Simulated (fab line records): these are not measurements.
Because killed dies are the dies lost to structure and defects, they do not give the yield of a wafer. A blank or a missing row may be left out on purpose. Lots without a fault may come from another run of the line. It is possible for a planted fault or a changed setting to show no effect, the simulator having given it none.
fab line records | flow nandHarc
record lots=24 wafers=72 lastDay=33
route steps=1302 shown A_WL_FILL@967 A_CONTACT@997
lots untouched by any fault: they come from a run of this same line in which no faults occurred
startH: start of the lot's first displayed wafer, in hours after the record's first day | waitH: how many hours have passed since the lot's step before this one | " same as the row above | L1.1+2: a row that stands for several wafers | - no value present, or no start provided | * or withheld: withheld | < > ~ a bound
route shown NAME@n: a module of which the file shows steps, and the number in the route of the first | usual: mean and standard deviation over wafers with no fault | same: alike in all rows | chamber/n: place in a boat | sites: readings site by site | _std_site: how widely they spread, as a standard deviation | _edge_site: outer sites' mean less inner sites' | radiusMm: how far each site lies from the wafer's centre | mask NAME#n: copy n | behind: the tool/chamber that last shaped the wafer | hold: what put the lot on hold/how long, in hours/how the hold closed | device: the n, p or np transistor that did not switch | end of line: the same wafers' tests at the end of the route | step lacking rows: just its recipe | killed: count of dies lost to structure and defects at first sort (not the wafer's yield) | map: the dies of a wafer, with x for killed, . for not killed, _ for no die there
set.NAME: setting as actually run; set.NAME@STEP: the setting as run at that earlier step | model.NAME: the simulator's own value behind a step, which no gauge read
route steps across a sampled set of lots; one table per step, one row per wafer
services: from which hour (startH, from the record's first day; less than 0 if before it) a tool's chamber was out of use, for how many hours, and why
## steps
# step NHARC_A_WL_FILL_STRIP_29
# recipe timeS=20 o2FlowSccm=500 arFlowSccm=0 biasW=0 chemistry=O2
# usual drypumpMotorCurrentA=6.1/0.38 oesProductAu=1.002/0.0096 rfVppV=58.0/0.88 showerheadPlenumPTorr=3.57/0.13 throttleValvePct=17.036/0.0081
# columns lot.wafer tool chamber startH waitH drypumpMotorCurrentA oesProductAu rfHoursCounterH rfVppV showerheadPlenumPTorr throttleValvePct
L074.4 rieDiel-08 1 472.47 0.1 6.0 1.004 5.2 59.1 3.57 17.038
L074.2 " 2 " " 6.7 1.004 5.5 57.2 3.52 17.041
L074.6 " 0 " " 5.5 0.998 - 59.2 3.45 17.034
L076.2 rieDiel-08 0 483.98 0.1 5.5 1.002 5.7 57.7 3.45 17.036
L076.3 " 1 " " 6.0 1.006 5.7 57.4 3.57 17.035
L076.5 " 2 " " 6.7 1.001 - 56.8 3.52 17.042
L075.2 rieDiel-08 2 494.22 0.1 6.7 1.002 6.3 57.8 3.52 17.035
L075.4 " 0 " " 5.5 1.002 6.0 57.5 3.45 17.023
L075.6 " 3 " " 6.0 0.999 - 58.2 3.72 17.041
L077.4 rieDiel-08 2 501.79 0.1 6.7 1.004 7.1 58.5 3.52 17.031
L077.3 " 3 " " 6.0 0.988 6.8 58.8 3.72 17.028
L077.1 " 0 " " 5.5 0.995 6.5 58.8 3.45 17.039
L078.1 rieDiel-03 3 509.98 0.1 6.3 0.991 1.6 56.6 3.38 17.034
L078.6 " 3 " " 6.4 0.989 - 56.9 3.38 17.029
L078.5 " 0 " " 6.2 0.987 - 58.0 3.50 17.030
L079.2 rieDiel-05 2 518.31 0.1 6.7 1.005 2.5 57.4 3.65 17.050
L079.6 " 3 " " 6.0 1.013 - 58.3 3.78 17.041
L079.5 " 0 " " 5.8 1.014 - 58.6 3.72 17.040
L081.3 rieDiel-03 0 548.20 0.1 6.2 0.994 3.3 57.5 3.50 17.037
L081.1 " 1 " " 5.8 1.001 3.3 57.6 3.68 17.033
L081.6 " 3 " " 6.3 0.991 - 57.2 3.38 17.028
L080.1 rieDiel-08 0 558.40 0.1 5.5 1.014 0.1 58.6 3.45 17.045
L080.3 " 1 " " 6.0 1.000 0.1 57.8 3.57 17.033
L080.2 " 2 " " 6.7 1.001 0.1 58.5 3.52 17.034
L082.2 rieDiel-08 2 564.47 0.1 6.7 0.990 0.1 57.0 3.52 17.042
L082.4 " 3 " " 6.0 0.995 0.1 56.8 3.72 17.036
L082.6 " 1 " " 6.0 1.009 - 59.8 3.57 17.038
L083.4 rieDiel-05 3 567.62 0.1 6.0 0.994 4.4 58.6 3.78 17.038
L083.2 " 1 " " 6.4 0.990 4.6 58.1 3.34 17.020
L083.5 " 3 " " 6.0 0.992 - 58.0 3.78 17.045
L085.2 rieDiel-05 2 579.34 0.1 6.6 1.015 4.7 57.0 3.65 17.035
L085.1 " 3 " " 6.0 0.996 4.9 59.5 3.78 17.042
L085.6 " 0 " " 5.8 1.002 - 60.4 3.71 17.028
L084.3 rieDiel-08 2 584.17 0.1 6.7 1.005 0.5 57.1 3.52 17.040
L084.1 " 0 " " 5.5 1.026 0.4 58.9 3.45 17.047
L084.6 " 1 " " 6.0 0.996 - 58.4 3.57 17.030
L086.4 rieDiel-08 1 591.10 0.1 5.9 1.003 0.5 58.5 3.57 17.041
L086.5 " 3 " " 6.0 0.998 - 59.0 3.72 17.040
L086.6 " 0 " " 5.6 1.023 - 56.9 3.45 17.045
L090.4 rieDiel-08 2 623.03 0.1 6.7 0.992 2.8 56.8 3.52 17.048
L090.1 " 3 " " 6.0 1.008 2.1 58.9 3.72 17.044
L090.6 " 0 " " 5.6 1.024 - 58.7 3.45 17.034
L088.1 rieDiel-05 3 623.04 0.1 6.0 0.981 0.9 57.6 3.78 17.027
L088.3 " 0 " " 5.8 0.999 0.9 58.4 3.71 17.047
L088.5 " 2 " " 6.7 1.010 - 58.5 3.65 17.031
L087.3 rieDiel-05 1 623.08 0.1 6.4 0.993 0.9 57.9 3.34 17.034
L087.6 " 1 " " 6.4 0.993 - 58.3 3.34 17.027
L087.5 " 2 " " 6.6 0.999 - 57.7 3.65 17.031
L089.2 rieDiel-08 0 635.87 0.1 5.6 1.023 2.5 56.5 3.45 17.041
L089.6 " 0 " " 5.5 1.009 - 58.0 3.45 17.032
L089.4 " 3 " " 6.0 1.004 - 59.1 3.72 17.043
L091.2 rieDiel-08 2 644.29 0.1 6.7 0.994 3.8 58.5 3.52 17.038
L091.5 " 2 " " 6.7 0.993 - 56.9 3.52 17.037
L091.6 " 3 " " 6.0 1.010 - 58.2 3.72 17.016
L092.3 rieDiel-05 2 644.31 0.1 6.6 1.004 1.5 58.0 3.65 17.038
L092.1 " 3 " " 6.0 0.994 1.5 57.8 3.78 17.034
L092.5 " 2 " " 6.6 1.014 - 58.3 3.65 17.023
L093.4 rieDiel-08 1 658.77 0.1 6.0 0.997 3.8 58.2 3.57 17.043
L093.3 " 2 " " 6.7 1.001 4.2 58.3 3.52 17.041
L093.5 " 3 " " 6.0 1.011 - 58.4 3.72 17.052
L095.2 rieDiel-03 0 674.20 0.1 6.2 1.001 0.7 57.6 3.49 17.023
L095.1 " 1 " " 5.9 1.009 0.7 57.5 3.67 17.030
L095.6 " 0 " " 6.2 1.011 - 58.1 3.49 17.051
L094.3 rieDiel-08 2 674.31 0.1 6.7 1.001 4.6 57.3 3.52 17.029
L094.5 " 1 " " 6.0 1.002 - 59.5 3.57 17.049
L094.6 " 2 " " 6.7 0.998 - 58.6 3.52 17.026
L097.3 rieDiel-05 2 694.22 0.1 6.7 1.012 2.5 58.7 3.65 17.046
L097.4 " 1 " " 6.4 1.009 2.5 56.0 3.33 17.026
L097.6 " 3 " " 6.0 0.991 - 58.9 3.78 17.024
L096.2 rieDiel-03 0 694.30 0.1 6.2 0.999 1.7 58.2 3.49 17.033
L096.6 " 0 " " 6.3 0.993 - 56.0 3.49 17.027
L096.5 " 1 " " 5.8 1.008 - 57.4 3.67 17.037
# step NHARC_A_CONTACT_CD_MEAS_42
# recipe targetCdNm=300 landingEnergyEv=500
# usual cdNm=299.7/0.5
# columns lot.wafer tool chamber startH waitH cdNm
L074.2 cdSem-02 0 484.59 - 300.4
L074.4 " 0 " " 299.8
L074.6 " 0 " " 300.9
L076.2 cdSem-01 0 493.83 - 299.6
L076.3 " 0 " " 299.3
L076.5 " 0 " " 300.1
L075.2 cdSem-03 0 506.81 - 300.1
L075.4 " 0 " " 299.2
L075.6 " 0 " " 299.0
L077.1 cdSem-03 0 513.74 - 299.6
L077.3 " 0 " " 300.0
L077.4 " 0 " " 300.2
L078.1 cdSem-03 0 522.08 - 299.7
L078.5 " 0 " " 299.8
L078.6 " 0 " " 299.6
L079.2 cdSem-02 0 530.36 - 300.8
L079.5 " 0 " " 300.4
L079.6 " 0 " " 300.6
L081.1 cdSem-01 0 562.66 - 299.8
L081.3 " 0 " " 299.5
L081.6 " 0 " " 299.0
L080.1 cdSem-03 0 571.44 - 298.9
L080.2 " 0 " " 299.0
L080.3 " 0 " " 299.3
L082.2 cdSem-03 0 577.62 - 299.8
L082.4 " 0 " " 300.0
L082.6 " 0 " " 300.3
L083.2 cdSem-03 0 579.78 - 299.6
L083.4 " 0 " " 300.2
L083.5 " 0 " " 300.2
L085.1 cdSem-03 0 592.16 - 299.2
L085.2 " 0 " " 298.9
L085.6 " 0 " " 299.3
L084.1 cdSem-02 0 596.57 - 300.2
L084.3 " 0 " " 299.7
L084.6 " 0 " " 299.7
L086.4 cdSem-03 0 604.82 - 299.4
L086.5 " 0 " " 300.6
L086.6 " 0 " " 299.8
L088.1 cdSem-02 0 635.01 - 299.2
L088.3 " 0 " " 299.3
L088.5 " 0 " " 299.4
L090.1 cdSem-03 0 635.31 - 300.1
L090.4 " 0 " " 299.2
L090.6 " 0 " " 299.8
L087.3 cdSem-02 0 638.14 - 300.5
L087.5 " 0 " " 301.3
L087.6 " 0 " " 300.5
L089.2 cdSem-02 0 647.97 - 299.8
L089.4 " 0 " " 300.0
L089.6 " 0 " " 299.9
L092.1 cdSem-03 0 657.09 - 299.6
L092.3 " 0 " " 299.4
L092.5 " 0 " " 299.3
L091.2 cdSem-01 0 657.92 - 299.7
L091.5 " 0 " " 299.8
L091.6 " 0 " " 299.3
L093.3 cdSem-01 0 674.77 - 299.1
L093.4 " 0 " " 299.3
L093.5 " 0 " " 299.7
L095.1 cdSem-03 0 690.06 - 300.4
L095.2 " 0 " " 299.7
L095.6 " 0 " " 299.6
L094.3 cdSem-02 0 690.68 - 299.5
L094.5 " 0 " " 299.8
L094.6 " 0 " " 299.6
L096.2 cdSem-03 0 708.87 - 299.3
L096.5 " 0 " " 299.9
L096.6 " 0 " " 299.9
L097.3 cdSem-01 0 709.02 - 299.5
L097.4 " 0 " " 299.3
L097.6 " 0 " " 300.3
# step NHARC_A_CONTACT_ETCH_49
# recipe targetDepthA=2600 overEtchFrac=0.3 timeS=475.3 ionEnergyEv=200 n2FlowSccm=150 h2FlowSccm=150 arFlowSccm=0 rfW=400 biasW=150 chemistry=N2/H2
# usual drypumpMotorCurrentA=5.5/0.57 oesProductAu=1.000/0.01 rfVppV=431/3.2 showerheadPlenumPTorr=2.06/0.11 throttleValvePct=14.171/0.0082
# columns lot.wafer tool chamber startH waitH drypumpMotorCurrentA oesProductAu rfHoursCounterH rfVppV showerheadPlenumPTorr throttleValvePct
L074.4 rieDiel-10 2 - - 5.1 1.011 21 434 2.21 14.156
L074.2 " 0 " " 5.5 1.006 21 433 2.10 14.164
L074.6 " 2 " " 5.1 1.014 - 435 2.21 14.163
L076.2 rieDiel-13 0 - - 5.1 1.019 24 425 1.87 14.150
L076.3 " 2 " " 5.7 1.000 27 434 2.16 14.184
L076.5 " 1 " " 5.7 1.001 - 431 2.08 14.180
L075.4 rieDiel-02 3 - - 5.3 1.012 35 429 2.01 14.166
L075.2 " 2 " " 6.2 1.001 36 431 2.10 14.161
L075.6 " 0 " " 6.0 0.990 - 426 1.90 14.177
L077.1 rieDiel-13 0 - - 5.1 1.010 29 427 1.87 14.176
L077.4 " 2 " " 5.7 1.006 31 433 2.16 14.172
L077.3 " 3 " " 4.8 1.001 25 428 1.91 14.178
L078.1 rieDiel-02 3 - - 5.3 1.005 41 431 2.01 14.177
L078.6 " 0 " " 6.0 0.983 - 426 1.90 14.175
L078.5 " 1 " " 5.3 1.001 - 434 2.16 14.165
L079.2 rieDiel-13 3 - - 4.8 0.986 0 428 1.91 14.167
L079.5 " 3 " " 4.8 1.005 - 427 1.91 14.156
L079.6 " 0 " " 5.1 1.001 - 435 2.22 14.171
L081.1 rieDiel-13 0 - - 5.0 1.013 4 434 2.22 14.152
L081.3 " 1 " " 5.8 0.993 5 432 2.07 14.192
L081.6 " 3 " " 4.8 1.002 - 427 1.91 14.171
L080.3 rieDiel-13 1 - - 5.7 0.991 5 431 2.07 14.175
L080.2 " 3 " " 4.8 1.001 6 427 1.91 14.163
L080.1 " 0 " " 5.1 1.007 5 435 2.22 14.174
L082.4 rieDiel-13 2 - - 5.7 0.997 6 433 2.16 14.174
L082.2 " 3 " " 4.8 0.990 7 428 1.91 14.160
L082.6 " 3 " " 4.8 0.991 - 428 1.91 14.187
L083.4 rieDiel-13 2 - - 5.7 0.998 7 433 2.15 14.158
L083.2 " 0 " " 5.1 1.007 8 435 2.22 14.172
L083.5 " 3 " " 4.8 1.003 - 426 1.91 14.196
L085.1 rieDiel-13 3 - - 4.8 0.999 12 427 1.91 14.175
L085.2 " 1 " " 5.7 0.993 13 432 2.07 14.169
L085.6 " 0 " " 5.1 1.021 - 436 2.21 14.167
L084.1 rieDiel-10 3 - - 6.8 0.993 52 433 2.10 14.160
L084.3 " 1 " " 6.5 1.005 62 428 1.93 14.176
L084.6 " 3 " " 6.8 1.000 - 432 2.10 14.175
L086.4 rieDiel-02 2 - - 6.2 0.997 - 431 2.09 14.166
L086.6 " 3 " " 5.3 1.010 - 429 2.00 14.166
L086.5 " 1 " " 5.3 0.997 - 433 2.15 14.170
L088.3 rieDiel-13 2 - - 5.7 1.003 19 435 2.15 14.170
L088.1 " 0 " " 5.1 1.013 18 435 2.21 14.170
L088.5 " 3 " " 4.8 1.000 - 427 1.91 14.173
L090.1 rieDiel-10 1 - - 6.5 1.006 10 427 1.93 14.158
L090.4 " 2 " " 5.1 0.993 12 435 2.19 14.187
L090.6 " 1 " " 6.4 1.008 - 427 1.93 14.177
L087.3 rieDiel-13 0 - - 5.1 1.015 19 437 2.21 14.165
L087.5 " 3 " " 4.8 1.000 - 425 1.91 14.167
L087.6 " 0 " " 5.1 1.003 - 436 2.21 14.168
L089.2 rieDiel-10 1 - - 6.4 1.003 13 427 1.92 14.161
L089.4 " 2 " " 5.1 0.984 16 434 2.19 14.181
L089.6 " 3 " " 6.7 1.008 - 432 2.10 14.181
L092.1 rieDiel-02 0 - - 6.0 1.008 18 426 1.89 14.180
L092.3 " 1 " " 5.4 1.006 30 432 2.14 14.178
L092.5 " 0 " " 6.0 0.999 - 426 1.89 14.181
L091.2 rieDiel-10 0 - - 5.5 1.010 15 431 2.08 14.171
L091.5 " 3 " " 6.8 1.004 - 432 2.10 14.157
L091.6 " 0 " " 5.5 1.002 - 431 2.08 14.169
L093.3 rieDiel-02 0 - - 5.9 0.989 23 426 1.89 14.174
L093.4 " 3 " " 5.3 1.008 33 428 2.00 14.172
L093.5 " 1 " " 5.3 0.997 - 434 2.14 14.174
L095.1 rieDiel-13 3 - - 4.8 0.989 28 427 1.90 14.176
L095.2 " 0 " " 5.1 0.999 27 435 2.21 14.182
L095.6 " 3 " " 4.8 0.982 - 425 1.90 14.179
L094.3 rieDiel-10 3 - - 6.8 0.991 30 431 2.09 14.170
L094.5 " 1 " " 6.5 0.985 - 426 1.92 14.168
L094.6 " 2 " " 5.1 0.994 - 434 2.18 14.167
L096.2 rieDiel-13 2 - - 5.7 0.996 0 433 2.15 14.174
L096.5 " 2 " " 5.7 1.003 - 432 2.15 14.170
L096.6 " 3 " " 4.8 0.974 - 427 1.90 14.163
L097.4 rieDiel-02 0 - - 6.0 1.008 36 426 1.89 14.159
L097.3 " 1 " " 5.3 1.005 52 433 2.13 14.163
L097.6 " 3 " " 5.3 1.005 - 429 1.99 14.171
# step NHARC_A_CONTACT_ETCH_50
# recipe targetDepthA=1210 timeS=60.5 cf4FlowSccm=100 chf3FlowSccm=30 arFlowSccm=0 rfW=500 biasW=200 chemistry=CF4/CHF3
# usual drypumpMotorCurrentA=5.6/0.55 oesProductAu=0.951/0.024 rfVppV=371.1/2.7 showerheadPlenumPTorr=1.59/0.077 throttleValvePct=16.801/0.0097
# columns lot.wafer tool chamber startH waitH drypumpMotorCurrentA oesProductAu rfHoursCounterH rfVppV showerheadPlenumPTorr throttleValvePct
L074.4 rieDiel-10 2 - - 5.1 0.956 21 374.2 1.69 16.805
L074.2 " 3 " " 6.8 0.958 17 372.1 1.63 16.811
L074.6 " 0 " " 5.5 0.958 - 372.5 1.62 16.809
L076.3 rieDiel-13 2 - - 5.7 0.956 27 373.5 1.66 16.817
L076.2 " 3 " " 4.8 0.964 21 367.1 1.48 16.811
L076.5 " 1 " " 5.7 0.971 - 372.8 1.60 16.802
L075.2 rieDiel-02 2 - - 6.2 0.927 36 371.7 1.62 16.800
L075.4 " 3 " " 5.3 0.942 35 369.8 1.56 16.801
L075.6 " 1 " " 5.3 0.934 - 373.2 1.66 16.784
L077.3 rieDiel-13 0 - - 5.1 0.990 29 366.7 1.45 16.795
L077.4 " 2 " " 5.7 0.961 31 373.5 1.66 16.804
L077.1 " 3 " " 4.8 0.958 25 367.0 1.48 16.803
L078.1 rieDiel-02 3 - - 5.3 0.923 41 369.6 1.55 16.797
L078.5 " 0 " " 5.9 0.904 - 368.0 1.48 16.812
L078.6 " 1 " " 5.3 0.919 - 374.6 1.66 16.786
L079.2 rieDiel-13 3 - - 4.8 0.979 0 368.1 1.48 16.806
L079.5 " 0 " " 5.1 0.996 - 375.3 1.70 16.800
L079.6 " 1 " " 5.7 0.963 - 369.0 1.60 16.792
L081.3 rieDiel-13 3 - - 4.8 0.955 4 366.3 1.48 16.799
L081.1 " 1 " " 5.7 0.961 5 369.6 1.60 16.810
L081.6 " 3 " " 4.8 0.958 - 367.0 1.48 16.809
L080.2 rieDiel-13 0 - - 5.1 0.975 6 374.8 1.70 16.794
L080.1 " 1 " " 5.7 0.951 6 371.7 1.60 16.806
L080.3 " 3 " " 4.8 0.962 6 367.7 1.48 16.822
L082.4 rieDiel-13 0 - - 5.1 0.951 7 375.1 1.70 16.799
L082.2 " 2 " " 5.7 0.955 6 373.2 1.66 16.815
L082.6 " 0 " " 5.1 0.956 - 373.0 1.70 16.807
L083.4 rieDiel-13 1 - - 5.7 0.957 8 372.2 1.60 16.803
L083.2 " 2 " " 5.7 0.975 8 373.7 1.66 16.794
L083.5 " 2 " " 5.7 0.976 - 373.5 1.66 16.786
L085.1 rieDiel-13 1 - - 5.7 0.954 13 371.4 1.59 16.801
L085.2 " 0 " " 5.1 0.984 11 373.3 1.70 16.797
L085.6 " 1 " " 5.7 0.951 - 371.0 1.59 16.784
L084.1 rieDiel-10 3 - - 6.7 0.929 52 371.4 1.62 16.792
L084.3 " 1 " " 6.5 0.938 62 367.9 1.49 16.791
L084.6 " 3 " " 6.7 0.920 - 371.9 1.62 16.792
L086.5 rieDiel-02 2 - - 6.2 0.915 - 372.5 1.61 16.811
L086.4 " 3 " " 5.3 0.923 - 369.4 1.55 16.801
L086.6 " 1 " " 5.3 0.920 - 372.7 1.65 16.811
L088.3 rieDiel-13 3 - - 4.8 0.953 18 367.0 1.48 16.797
L088.1 " 1 " " 5.7 0.961 21 372.1 1.59 16.795
L088.5 " 2 " " 5.7 0.980 - 372.7 1.65 16.818
L090.4 rieDiel-10 2 - - 5.2 0.954 12 374.2 1.68 16.814
L090.1 " 3 " " 6.8 0.964 10 370.2 1.62 16.793
L090.6 " 1 " " 6.5 0.952 - 366.8 1.49 16.787
L087.3 rieDiel-13 2 - - 5.7 0.959 20 373.1 1.65 16.796
L087.6 " 0 " " 5.1 0.983 - 373.3 1.69 16.804
L087.5 " 1 " " 5.7 0.964 - 370.3 1.59 16.792
L089.2 rieDiel-10 0 - - 5.5 0.991 11 372.4 1.60 16.797
L089.4 " 1 " " 6.5 0.972 13 366.9 1.49 16.804
L089.6 " 0 " " 5.5 0.991 - 372.1 1.60 16.807
L092.1 rieDiel-02 2 - - 6.2 0.918 26 370.4 1.60 16.804
L092.3 " 0 " " 6.0 0.920 18 367.8 1.47 16.806
L092.5 " 3 " " 5.3 0.937 - 370.2 1.54 16.816
L091.2 rieDiel-10 1 - - 6.5 0.931 17 367.8 1.49 16.801
L091.5 " 1 " " 6.4 0.923 - 366.1 1.49 16.810
L091.6 " 2 " " 5.1 0.911 - 372.7 1.68 16.812
L093.3 rieDiel-02 1 - - 5.3 0.967 35 373.2 1.64 16.792
L093.4 " 3 " " 5.3 0.983 33 368.5 1.54 16.800
L093.5 " 1 " " 5.3 0.972 - 372.1 1.64 16.792
L095.1 rieDiel-13 0 - - 5.1 0.940 27 374.5 1.69 16.780
L095.2 " 2 " " 5.7 0.936 29 373.0 1.65 16.787
L095.6 " 0 " " 5.1 0.925 - 373.6 1.69 16.787
L094.3 rieDiel-10 0 - - 5.5 0.977 26 371.3 1.60 16.807
L094.5 " 1 " " 6.5 0.956 - 367.7 1.49 16.800
L094.6 " 2 " " 5.1 0.985 - 372.4 1.67 16.791
L096.2 rieDiel-13 0 - - 5.1 0.961 0 373.7 1.69 16.801
L096.5 " 0 " " 5.1 0.960 - 374.3 1.69 16.817
L096.6 " 1 " " 5.7 0.959 - 372.2 1.59 16.810
L097.3 rieDiel-02 3 - - 5.3 0.937 44 369.0 1.54 16.797
L097.4 " 0 " " 6.0 0.926 36 366.0 1.46 16.775
L097.6 " 3 " " 5.3 0.940 - 370.0 1.54 16.802
# step NHARC_A_CONTACT_ETCH_116
# recipe sourceW=withheld pressureMtorr=20 biasV=3000 timeS=190 targetDepthA=18500 arFlowSccm=withheld c4f8FlowSccm=withheld o2FlowSccm=withheld chemistry=C4F8/O2/Ar
# usual oesAirLineAu=1.000/0.022
# columns lot.wafer tool chamber startH waitH oesAirLineAu rfHoursCounterH
L074.2 harCapEtch-03 1 487.50 0.1 0.988 39
L074.4 " 0 " " 0.970 -
L074.6 " 0 " " 1.027 -
L076.2 harCapEtch-01 1 496.74 0.1 0.976 127
L076.3 " 0 " " 1.008 -
L076.5 " 0 " " 1.009 -
L075.2 harCapEtch-03 1 509.70 0.1 1.029 47
L075.4 " 1 " " 1.026 -
L075.6 " 1 " " 1.030 -
L077.1 harCapEtch-03 0 516.63 0.1 0.995 49
L077.4 " 0 " " 1.001 -
L077.3 " 1 " " 1.014 -
L078.1 harCapEtch-01 0 525.91 0.1 0.983 2
L078.6 " 1 " " 0.963 -
L078.5 " 0 " " 1.004 -
L079.2 harCapEtch-01 1 533.29 0.1 1.012 4
L079.6 " 0 " " 1.039 -
L079.5 " 1 " " 1.010 -
L081.1 harCapEtch-01 0 565.56 0.1 0.965 8
L081.3 " 0 " " 0.964 -
L081.6 " 1 " " 0.958 -
L080.1 harCapEtch-02 1 574.67 0.1 1.012 98
L080.2 " 0 " " 1.018 98
L080.3 " 1 " " 1.010 -
L082.2 harCapEtch-01 1 580.75 0.1 1.040 11
L082.4 " 0 " " 0.974 -
L082.6 " 0 " " 0.979 -
L083.2 harCapEtch-02 0 582.70 0.1 0.994 101
L083.4 " 1 " " 0.994 -
L083.5 " 1 " " 0.965 -
L085.1 harCapEtch-03 0 595.06 0.1 1.028 60
L085.2 " 1 " " 1.000 60
L085.6 " 1 " " 0.982 -
L084.1 harCapEtch-02 1 599.50 0.1 0.996 104
L084.3 " 0 " " 0.999 -
L084.6 " 0 " " 1.008 -
L086.4 harCapEtch-02 0 608.13 0.1 1.018 -
L086.5 " 0 " " 1.005 -
L086.6 " 1 " " 1.012 -
L088.1 harCapEtch-02 0 637.93 0.2 1.017 111
L088.3 " 1 " " 1.041 -
L088.5 " 1 " " 1.081 -
L090.1 harCapEtch-03 0 638.22 0.1 0.967 67
L090.4 " 0 " " 0.974 -
L090.6 " 0 " " 0.963 -
L087.3 harCapEtch-01 0 641.09 0.1 1.022 -
L087.6 " 1 " " 0.980 -
L087.5 " 0 " " 1.001 -
L089.2 harCapEtch-01 0 650.88 0.1 0.964 25
L089.4 " 1 " " 1.035 -
L089.6 " 0 " " 1.007 -
L092.1 harCapEtch-03 1 660.02 0.1 1.003 73
L092.3 " 0 " " 0.974 -
L092.5 " 1 " " 1.006 -
L091.2 harCapEtch-02 0 661.27 0.1 0.946 116
L091.6 " 0 " " 0.998 -
L091.5 " 1 " " 0.979 -
L093.3 harCapEtch-02 1 677.73 0.1 0.990 -
L093.4 " 0 " " 1.006 -
L093.5 " 1 " " 1.010 -
L095.1 harCapEtch-01 1 692.95 0.1 1.026 33
L095.2 " 0 " " 0.983 33
L095.6 " 0 " " 0.968 -
L094.3 harCapEtch-03 1 693.66 0.1 0.998 -
L094.5 " 0 " " 0.995 -
L094.6 " 1 " " 1.008 -
L096.2 harCapEtch-02 1 711.78 0.1 1.016 125
L096.6 " 0 " " 0.985 -
L096.5 " 1 " " 0.981 -
L097.4 harCapEtch-01 0 711.97 0.1 1.004 -
L097.3 " 1 " " 1.033 -
L097.6 " 0 " " 0.966 -
# step NHARC_A_CONTACT_ETCH_119
# recipe sourceW=withheld pressureMtorr=20 biasV=3000 timeS=190 targetDepthA=18500 arFlowSccm=withheld c4f8FlowSccm=withheld o2FlowSccm=withheld chemistry=C4F8/O2/Ar
# usual oesAirLineAu=1.006/0.021
# columns lot.wafer tool chamber startH waitH oesAirLineAu rfHoursCounterH
L074.2 harCapEtch-03 1 488.02 0.1 0.983 40
L074.4 " 0 " " 1.037 -
L074.6 " 0 " " 1.031 -
L076.2 harCapEtch-01 1 497.25 0.1 1.005 128
L076.3 " 0 " " 1.008 -
L076.5 " 0 " " 1.035 -
L075.2 harCapEtch-03 1 510.21 0.1 1.022 47
L075.4 " 1 " " 1.006 -
L075.6 " 1 " " 1.022 -
L077.1 harCapEtch-03 0 517.14 0.1 0.979 49
L077.4 " 0 " " 0.985 -
L077.3 " 1 " " 1.006 -
L078.1 harCapEtch-01 0 526.43 0.1 1.021 3
L078.6 " 1 " " 0.984 -
L078.5 " 0 " " 0.987 -
L079.2 harCapEtch-01 1 533.80 0.1 1.030 5
L079.6 " 0 " " 0.998 -
L079.5 " 1 " " 1.003 -
L081.1 harCapEtch-01 0 566.07 0.1 0.967 9
L081.3 " 0 " " 0.979 -
L081.6 " 1 " " 1.031 -
L080.1 harCapEtch-02 1 575.18 0.1 0.992 99
L080.2 " 0 " " 1.004 99
L080.3 " 1 " " 1.016 -
L082.2 harCapEtch-01 1 581.27 0.1 1.027 11
L082.4 " 0 " " 0.965 -
L082.6 " 0 " " 0.992 -
L083.2 harCapEtch-02 0 583.21 0.1 1.005 101
L083.4 " 1 " " 1.057 -
L083.5 " 1 " " 1.022 -
L085.1 harCapEtch-03 0 595.57 0.1 0.988 61
L085.2 " 1 " " 1.030 61
L085.6 " 1 " " 1.000 -
L084.1 harCapEtch-02 1 600.01 0.1 0.967 105
L084.3 " 0 " " 0.982 -
L084.6 " 0 " " 1.004 -
L086.4 harCapEtch-02 0 608.65 0.1 0.987 -
L086.5 " 0 " " 1.005 -
L086.6 " 1 " " 0.989 -
L088.1 harCapEtch-02 0 638.62 0.2 1.021 111
L088.3 " 1 " " 1.009 -
L088.5 " 1 " " 0.995 -
L090.1 harCapEtch-03 0 638.74 0.1 1.008 68
L090.4 " 0 " " 1.009 -
L090.6 " 0 " " 1.007 -
L087.3 harCapEtch-01 0 641.61 0.1 1.046 -
L087.6 " 1 " " 1.016 -
L087.5 " 0 " " 1.006 -
L089.2 harCapEtch-01 0 651.40 0.1 0.979 25
L089.4 " 1 " " 1.036 -
L089.6 " 0 " " 1.000 -
L092.1 harCapEtch-03 1 660.53 0.1 0.977 74
L092.3 " 0 " " 1.028 -
L092.5 " 1 " " 0.974 -
L091.2 harCapEtch-02 0 661.78 0.1 0.996 116
L091.6 " 0 " " 1.007 -
L091.5 " 1 " " 1.007 -
L093.3 harCapEtch-02 1 678.24 0.1 1.012 -
L093.4 " 0 " " 1.035 -
L093.5 " 1 " " 1.007 -
L095.1 harCapEtch-01 1 693.46 0.1 1.037 34
L095.2 " 0 " " 1.019 34
L095.6 " 0 " " 1.035 -
L094.3 harCapEtch-03 1 694.17 0.1 1.008 -
L094.5 " 0 " " 1.040 -
L094.6 " 1 " " 1.018 -
L096.2 harCapEtch-02 1 712.30 0.1 0.996 126
L096.6 " 0 " " 0.996 -
L096.5 " 1 " " 0.974 -
L097.4 harCapEtch-01 0 712.48 0.1 1.032 -
L097.3 " 1 " " 0.994 -
L097.6 " 0 " " 0.993 -
## services
# columns tool chamber startH hours kind
rieDiel-03 2 452.13 4.0 repair
rieDiel-13 0 454.68 5.0 repair
rieDiel-03 - 458.30 9.0 pm
rieDiel-13 0 469.43 4.0 repair
harCapEtch-02 - 489.88 1.1 repair
harCapEtch-01 - 498.43 17.0 pm
rieDiel-13 - 519.10 9.0 pm
rieDiel-05 0 523.08 1.5 repair
rieDiel-08 - 544.80 9.0 pm
rieDiel-05 0 552.73 8.8 repair
rieDiel-10 3 562.48 11.0 repair
rieDiel-13 2 568.16 8.0 repair
rieDiel-05 - 583.60 9.0 pm
rieDiel-10 - 601.03 9.0 pm
rieDiel-02 0 602.62 32.6 repair
rieDiel-08 1 628.94 9.7 repair
rieDiel-10 0 633.93 1.8 repair
rieDiel-13 - 657.37 2.3 repair
rieDiel-02 1 662.03 4.3 repair
rieDiel-10 1 671.73 10.6 repair
rieDiel-02 1 679.68 2.1 repair
rieDiel-02 2 688.57 2.7 repair
rieDiel-13 - 696.25 9.0 pm
rieDiel-02 - 706.52 0.7 repair
## key
fault none
